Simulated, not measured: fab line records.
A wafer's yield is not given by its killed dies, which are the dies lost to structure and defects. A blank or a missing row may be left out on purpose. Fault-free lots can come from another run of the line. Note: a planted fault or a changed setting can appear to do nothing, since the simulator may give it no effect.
fab line records -- flow n5Finfet
record: lots: 10, wafers: 30, lastDay: 19
route steps=1938 shown BEOL_M13@1699
lots untouched by any fault: they come from a run of this same line in which no faults occurred
startH: start of the lot's first displayed wafer, in hours after the record's first day -- waitH: time in hours since the lot's previous step -- " repeats the value in the row above -- L1.1+2: several wafers, shown together as one row -- - no value, or no start was given -- * or withheld: withheld -- < > ~ a bound
route shown NAME@n: a module of which the file shows steps, and the number in the route of the first -- usual: average and standard deviation across the fault-free wafers -- same: alike in all rows -- chamber/n: place in a boat -- sites: per-site readings -- _std_site: standard deviation across them -- _edge_site: mean of outer sites minus mean of inner sites -- radiusMm: for every site, how far away it sits from the centre of the wafer -- mask NAME#n: copy n -- behind: the last tool/chamber to shape the wafer -- hold: cause of the lot's hold/its duration in hours/its outcome -- device: the transistor (n, p or np) that didn't switch -- end of line: at the end of the route, the tests of the same wafers -- a step given without rows: its recipe and nothing more -- killed: the dies lost at the first sort to structure and to defects; this is not the yield of the wafer -- map: a wafer's dies, marking killed ones x, the rest . and places with no die _
set.NAME: the setting that was run; set.NAME@STEP: the one run at that earlier step -- model.NAME: the simulator's own value behind a step, which no gauge read
one table for each step of the route and one row for each wafer, over a sample of lots
services: when a tool's chamber went out of use (startH, in hours from the record's first day, below 0 if earlier), for how many hours, and the reason
== steps ==
step: N5_BEOL_M13_STRIP_37
recipe: chemistry: N2/H2, powerW: 1000, tempC: 250, h2Frac: 0.65, overashFraction: 0.3, pressureMtorr: withheld, n2FlowSccm: 1750, h2FlowSccm: 3250
usual: drypumpMotorCurrentA: 5.36/0.22, h2FlowSccm: 3249/11, heaterPowerW: 349/15, oesProductAu: 0.783/0.0097
lot.wafer,tool,chamber,startH,waitH,drypumpMotorCurrentA,h2FlowSccm,heaterPowerW,oesProductAu,rfHoursCounterH
L969.1,plasmaAsher-02,0,256.13,0.0,5.23,3254,341,0.780,70
L969.2,plasmaAsher-02,1,256.13,0.0,5.51,3247,360,0.780,70
L969.3,plasmaAsher-02,0,256.13,0.0,5.23,3262,330,0.795,-
L972.2,plasmaAsher-02,1,290.86,0.0,5.53,3239,354,0.793,75
L972.3,plasmaAsher-02,1,290.86,0.0,5.51,3242,361,0.773,-
L972.6,plasmaAsher-02,0,290.86,0.0,5.24,3251,333,0.777,-
L973.2,plasmaAsher-02,1,296.67,0.0,5.51,3240,361,0.775,76
L973.5,plasmaAsher-02,1,296.67,0.0,5.51,3253,360,0.782,-
L973.6,plasmaAsher-02,0,296.67,0.0,5.19,3249,332,0.783,-
L977.1,plasmaAsher-02,1,310.87,0.0,5.53,3245,365,0.777,79
L977.2,plasmaAsher-02,0,310.87,0.0,5.25,3263,352,0.802,79
L977.6,plasmaAsher-02,1,310.87,0.0,5.52,3250,360,0.783,-
L976.1,plasmaAsher-01,1,319.52,0.0,5.63,3251,359,0.778,135
L976.3,plasmaAsher-01,0,319.52,0.0,5.02,3243,333,0.777,-
L976.6,plasmaAsher-01,0,319.52,0.0,4.99,3243,335,0.803,-
L978.1,plasmaAsher-01,0,345.21,0.0,5.05,3243,341,0.792,141
L978.3,plasmaAsher-01,1,345.21,0.0,5.67,3239,367,0.776,-
L978.5,plasmaAsher-01,1,345.21,0.0,5.58,3246,373,0.780,-
L986.3,plasmaAsher-01,1,377.65,0.1,5.67,3262,364,0.782,-
L986.4,plasmaAsher-01,0,377.65,0.1,4.99,3269,329,0.789,-
L986.5,plasmaAsher-01,1,377.65,0.1,5.68,3242,364,0.791,-
L987.1,plasmaAsher-01,1,388.87,0.0,5.64,3259,370,0.785,149
L987.3,plasmaAsher-01,0,388.87,0.0,5.02,3244,335,0.788,-
L987.5,plasmaAsher-01,1,388.87,0.0,5.59,3267,360,0.775,-
L991.1,plasmaAsher-02,1,406.82,0.0,5.52,3248,368,0.769,97
L991.2,plasmaAsher-02,0,406.82,0.0,5.21,3227,339,0.792,97
L991.3,plasmaAsher-02,0,406.82,0.0,5.21,3253,344,0.791,-
L992.2,plasmaAsher-02,0,419.27,0.0,5.25,3276,344,0.766,99
L992.4,plasmaAsher-02,0,419.27,0.0,5.21,3267,341,0.799,-
L992.6,plasmaAsher-02,0,419.27,0.0,5.23,3268,342,0.787,-
step: N5_BEOL_M13_SPUTTER_43
recipe: material: TaN, targetThkA: 150, tempC: 50, biasV: 168.6, powerW: 15000, chamberPressurePa: 0.12, timeS: 24.19
usual: chamberPressurePa: 0.12002/0.00024, throttleValvePct: 29.9/1.2
lot.wafer,tool,chamber,startH,waitH,chamberPressurePa,throttleValvePct
L969.1,pvdSputter-03,-,258.35,0.0,0.12007,30.9
L969.2,pvdSputter-03,-,258.35,0.0,0.12042,30.5
L969.3,pvdSputter-03,-,258.35,0.0,0.11997,29.7
L972.2,pvdSputter-01,-,293.60,0.0,0.11964,30.8
L972.3,pvdSputter-01,-,293.60,0.0,0.12015,27.5
L972.6,pvdSputter-01,-,293.60,0.0,0.11976,30.8
L973.2,pvdSputter-02,-,297.12,0.0,0.12,31.6
L973.5,pvdSputter-02,-,297.12,0.0,0.11986,31.6
L973.6,pvdSputter-02,-,297.12,0.0,0.12023,29.4
L977.1,pvdSputter-01,-,315.12,0.0,0.12007,27.8
L977.2,pvdSputter-01,-,315.12,0.0,0.1203,30.9
L977.6,pvdSputter-01,-,315.12,0.0,0.12003,27.7
L976.1,pvdSputter-03,-,320.86,0.0,0.11983,30.8
L976.3,pvdSputter-03,-,320.86,0.0,0.12043,30.2
L976.6,pvdSputter-03,-,320.86,0.0,0.12007,30.3
L978.1,pvdSputter-02,-,345.91,0.0,0.11983,31.4
L978.3,pvdSputter-02,-,345.91,0.0,0.11995,31.5
L978.5,pvdSputter-02,-,345.91,0.0,0.11989,29.2
L986.3,pvdSputter-03,-,378.55,0.0,0.12051,30.0
L986.4,pvdSputter-03,-,378.55,0.0,0.12,30.1
L986.5,pvdSputter-03,-,378.55,0.0,0.11969,30.9
L987.1,pvdSputter-01,-,390.98,0.0,0.1201,27.5
L987.3,pvdSputter-01,-,390.98,0.0,0.11952,30.6
L987.5,pvdSputter-01,-,390.98,0.0,0.11971,27.7
L991.1,pvdSputter-03,-,409.87,0.0,0.12011,29.9
L991.2,pvdSputter-03,-,409.87,0.0,0.12009,30.1
L991.3,pvdSputter-03,-,409.87,0.0,0.1198,30.9
L992.2,pvdSputter-02,-,421.51,0.0,0.12003,29.4
L992.4,pvdSputter-02,-,421.51,0.0,0.12044,31.3
L992.6,pvdSputter-02,-,421.51,0.0,0.12011,31.8
step: N5_BEOL_M13_CMP_49
recipe: stopOn: SiOC, tOverpolishS: 17.1, downForcePsi: 1, platenRpm: 50, clearingPlatenDownForcePsi: 1.5, clearingPlatenRpm: 50, postCmpClean: cuAlkaline, targetThkNm: 420, clearingPlatenPadVelocityMS: 0.99484, padVelocityMS: 0.99484
usual: barrierFieldEndpointS: 30.3/0.69, headPressurePsi: 1.0001/0.0022, motorCurrentA: 6.1/0.43
lot.wafer,tool,chamber,startH,waitH,barrierFieldEndpointS,headPressurePsi,motorCurrentA
L969.3,cmp-02,2,259.12,0.2,30.0,1.0012,6.3
L969.2,cmp-02,3,259.12,0.2,30.3,1.0013,6.2
L969.1,cmp-02,1,259.12,0.2,29.7,1.0024,5.3
L972.3,cmp-03,3,294.80,0.2,30.5,0.9994,5.8
L972.2,cmp-03,0,294.80,0.2,30.7,1.0005,6.3
L972.6,cmp-03,2,294.80,0.2,31.4,1.0030,6.9
L973.2,cmp-02,1,298.12,0.4,30.9,0.9956,5.4
L973.6,cmp-02,2,298.12,0.4,30.2,1.0021,6.3
L973.5,cmp-02,3,298.12,0.4,31.6,1.0006,6.1
L977.2,cmp-02,0,316.72,0.4,29.7,1.0001,5.9
L977.1,cmp-02,3,316.72,0.4,30.4,1.0002,5.9
L977.6,cmp-02,0,316.72,0.4,29.9,0.9985,5.6
L976.1,cmp-03,1,324.01,0.6,29.3,0.9975,6.1
L976.3,cmp-03,2,324.01,0.6,29.4,1.0024,6.4
L976.6,cmp-03,3,324.01,0.6,29.7,0.9998,6.0
L978.1,cmp-02,3,346.73,0.3,30.3,0.9966,6.0
L978.3,cmp-02,2,346.73,0.3,29.8,0.9969,6.2
L978.5,cmp-02,0,346.73,0.3,31.1,0.9993,5.8
L986.4,cmp-03,0,379.82,0.2,30.9,1.0001,6.3
L986.3,cmp-03,1,379.82,0.2,30.5,1.0007,6.3
L986.5,cmp-03,3,379.82,0.2,28.2,1.0001,5.5
L987.1,cmp-04,3,392.02,0.3,30.4,1.0001,6.1
L987.3,cmp-04,1,392.02,0.3,31.4,1.0016,6.2
L987.5,cmp-04,2,392.02,0.3,30.7,1.0020,7.0
L991.1,cmp-03,2,411.77,0.3,28.1,0.9975,6.6
L991.2,cmp-03,0,411.77,0.3,27.9,1.0010,6.3
L991.3,cmp-03,1,411.77,0.3,29.3,1.0002,6.1
L992.4,cmp-02,2,422.29,0.2,31.5,1.0023,6.3
L992.2,cmp-02,0,422.29,0.2,31.1,0.9961,5.6
L992.6,cmp-02,2,422.29,0.2,31.6,1.0008,6.3
step: N5_BEOL_M13_THK_MEAS_50
recipe: thkMeasGauge: xrf, reads: Cu_of_BEOL_M13_ECD_47
usual: M13_THK: 415/7.6
lot.wafer,tool,chamber,startH,waitH,M13_THK[nm]
L969.1,filmMetro-02,-,259.42,-,404
L969.2,filmMetro-02,-,259.42,-,402
L969.3,filmMetro-02,-,259.42,-,399
L972.2,filmMetro-01,-,295.06,-,407
L972.3,filmMetro-01,-,295.06,-,412
L972.6,filmMetro-01,-,295.06,-,413
L973.2,filmMetro-01,-,298.30,-,425
L973.5,filmMetro-01,-,298.30,-,418
L973.6,filmMetro-01,-,298.30,-,411
L977.1,filmMetro-01,-,317.01,-,414
L977.2,filmMetro-01,-,317.01,-,403
L977.6,filmMetro-01,-,317.01,-,407
L976.1,filmMetro-02,-,324.23,-,423
L976.3,filmMetro-02,-,324.23,-,420
L976.6,filmMetro-02,-,324.23,-,409
L978.1,filmMetro-01,-,347.02,-,416
L978.3,filmMetro-01,-,347.02,-,410
L978.5,filmMetro-01,-,347.02,-,417
L986.3,filmMetro-01,-,380.08,-,421
L986.4,filmMetro-01,-,380.08,-,426
L986.5,filmMetro-01,-,380.08,-,420
L987.1,filmMetro-01,-,392.28,-,417
L987.3,filmMetro-01,-,392.28,-,412
L987.5,filmMetro-01,-,392.28,-,414
L991.1,filmMetro-01,-,412.06,-,422
L991.2,filmMetro-01,-,412.06,-,409
L991.3,filmMetro-01,-,412.06,-,415
L992.2,filmMetro-02,-,422.55,-,415
L992.4,filmMetro-02,-,422.55,-,411
L992.6,filmMetro-02,-,422.55,-,411
step: N5_BEOL_M13_RS_MEAS_54
recipe: thkMeasGauge: four-point-probe, reads: Cu_of_BEOL_M13_ECD_47+Ta_of_BEOL_M13_SPUTTER_44+TaN_of_BEOL_M13_SPUTTER_43
usual: M13_RS: 0.0451/0.00076
lot.wafer,tool,chamber,startH,waitH,M13_RS[ohm/sq]
L969.1,filmMetro-02,-,259.57,0.1,0.0460
L969.2,filmMetro-02,-,259.57,0.1,0.0462
L969.3,filmMetro-02,-,259.57,0.1,0.0465
L972.2,filmMetro-01,-,295.18,0.1,0.0461
L972.3,filmMetro-01,-,295.18,0.1,0.0452
L972.6,filmMetro-01,-,295.18,0.1,0.0452
L973.2,filmMetro-01,-,298.43,0.1,0.0443
L973.5,filmMetro-01,-,298.43,0.1,0.0447
L973.6,filmMetro-01,-,298.43,0.1,0.0457
L977.1,filmMetro-01,-,317.16,0.1,0.0450
L977.2,filmMetro-01,-,317.16,0.1,0.0462
L977.6,filmMetro-01,-,317.16,0.1,0.0455
L976.1,filmMetro-02,-,324.36,0.0,0.0441
L976.3,filmMetro-02,-,324.36,0.0,0.0447
L976.6,filmMetro-02,-,324.36,0.0,0.0456
L978.1,filmMetro-02,-,347.15,0.0,0.0450
L978.3,filmMetro-02,-,347.15,0.0,0.0455
L978.5,filmMetro-02,-,347.15,0.0,0.0448
L986.3,filmMetro-01,-,380.21,0.1,0.0440
L986.4,filmMetro-01,-,380.21,0.1,0.0440
L986.5,filmMetro-01,-,380.21,0.1,0.0446
L987.1,filmMetro-02,-,392.41,0.0,0.0450
L987.3,filmMetro-02,-,392.41,0.0,0.0458
L987.5,filmMetro-02,-,392.41,0.0,0.0453
L991.1,filmMetro-01,-,412.22,0.1,0.0438
L991.2,filmMetro-01,-,412.22,0.1,0.0453
L991.3,filmMetro-01,-,412.22,0.1,0.0450
L992.2,filmMetro-01,-,422.67,0.1,0.0447
L992.4,filmMetro-01,-,422.67,0.1,0.0452
L992.6,filmMetro-01,-,422.67,0.1,0.0450
== services ==
tool,chamber,startH,hours,kind
cmp-02,-,248.20,7.1,repair
cmp-04,-,255.24,0.7,repair
cmp-02,-,278.99,1.1,repair
cmp-02,-,289.69,5.1,repair
plasmaAsher-02,-,293.29,0.9,repair
cmp-03,-,297.74,5.6,repair
cmp-04,-,306.38,0.4,repair
cmp-04,-,314.71,4.0,pm
cmp-04,-,318.71,-,consumableReplace:conditioner
cmp-04,-,318.71,-,consumableReplace:pad
cmp-02,-,336.76,0.9,repair
cmp-03,-,363.75,4.2,pm
cmp-02,-,406.27,0.6,repair
cmp-04,-,408.43,2.8,repair
cmp-02,-,412.07,1.2,repair
pvdSputter-01,-,415.17,1.8,repair
== key ==
firstSign: step: N5_BEOL_M13_CMP_49, reading: barrierFieldEndpointS, direction: down, sigmas: 3.2, usual: 30.3, struck: 28.0
effect none on later readings
metAt N5_BEOL_M13_SPUTTER_43
struckLots L986,L991
struckWafers L986.5,L991.1,L991.2
notActingAt N5_BEOL_M13_STRIP_37,N5_BEOL_M13_THK_MEAS_50,N5_BEOL_M13_RS_MEAS_54
onsetBetween 320.86 378.55
fault: kind: processParameterDrift, tool: pvdSputter-03, chamber: -, onsetH: 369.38, steps: N5_BEOL_M13_SPUTTER_43, channel: timeS, offset: *, shape: step, endH: 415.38, scope: struckWafersOnly, actsIn: *, stated: *
